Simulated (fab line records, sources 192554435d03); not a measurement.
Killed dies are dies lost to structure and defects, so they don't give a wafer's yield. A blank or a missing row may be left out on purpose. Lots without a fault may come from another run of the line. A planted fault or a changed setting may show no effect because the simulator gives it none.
One fault seen from 2 desks | flow n5_finfet | each desk has only its own numbers; what lay behind them comes last

THE METROLOGY DESK
What the gauges read, lot by lot, whatever tool the lot ran on: means of the sampled wafers that have a number. A lot is out of limits, marked OUT, if its mean lies more than 4 standard deviations from the usual mean; the brackets give that distance.
Columns: A = cd_nm at N5_BEOL_M6_CD_MEAS_18, usual 40.3 nm
lot  | first seen here | A
L370 | day 9 04:40     | 40.9
L369 | day 9 17:10     | 39.7
L373 | day 10 07:49    | 40.4
L376 | day 10 18:32    | 39.7
L384 | day 12 17:55    | 39.6
L386 | day 13 00:43    | 40.7
L385 | day 13 00:50    | 39.6
L387 | day 13 21:20    | 41.2
L389 | day 13 23:13    | 41.1
L390 | day 14 03:20    | 40.2
L391 | day 14 17:50    | 40.7
This desk's finding: nothing out of limits on any of the 11 lots.

THE TOOL OWNER'S DESK: rie_diel-04
The tool's own readings at N5_BEOL_M6_ETCH_41 (etches SiCN in CH3F/O2, target depth 29.7 nm, time 52 s): means of the sampled wafers that have a number, for each lot that ran on this tool. A lot is out of limits, marked OUT, if its mean lies more than 4 standard deviations from the usual mean; the brackets give that distance.
Columns: A = drypump_motor_current_A at N5_BEOL_M6_ETCH_41, usual 5.6 A; B = oes_product_au at N5_BEOL_M6_ETCH_41, usual 0.80 a.u.; C = rf_fwd_power_W at N5_BEOL_M6_ETCH_41, usual 391.6 W; D = rf_vpp_V at N5_BEOL_M6_ETCH_41, usual 296.9 V; E = run_length_s at N5_BEOL_M6_ETCH_41, usual 75.1 s; F = showerhead_plenum_p_Torr at N5_BEOL_M6_ETCH_41, usual 1.97 Torr; G = throttle_valve_pct at N5_BEOL_M6_ETCH_41, usual 16.22 %
lot  | first seen here | A   | B    | C     | D     | E    | F    | G
L370 | day 9 05:32     | 5.5 | 0.78 | 391.6 | 296.3 | 75.4 | 1.93 | 16.29
L373 | day 10 09:10    | 5.6 | 0.80 | 392.6 | 296.5 | 73.4 | 1.94 | 16.17
L376 | day 10 19:31    | 5.5 | 0.82 | 391.1 | 295.9 | 73.4 | 1.93 | 16.07
L386 | day 13 03:07    | 5.7 | 0.85 | 390.9 | 296.7 | 75.3 | 1.93 | 16.08
L387 | day 13 22:16    | 5.2 | 0.74 | 391.7 | 296.4 | 75.4 | 1.91 | 16.27
L390 | day 14 04:55    | 5.3 | 0.79 | 392.2 | 296.1 | 75.1 | 1.91 | 16.30
This desk's finding: nothing out of limits on any of the 6 lots.

PUT TOGETHER
The metrology desk saw nothing out of limits.
The tool owner's desk saw nothing out of limits.

WHAT THE SIMULATOR HAD PUT IN
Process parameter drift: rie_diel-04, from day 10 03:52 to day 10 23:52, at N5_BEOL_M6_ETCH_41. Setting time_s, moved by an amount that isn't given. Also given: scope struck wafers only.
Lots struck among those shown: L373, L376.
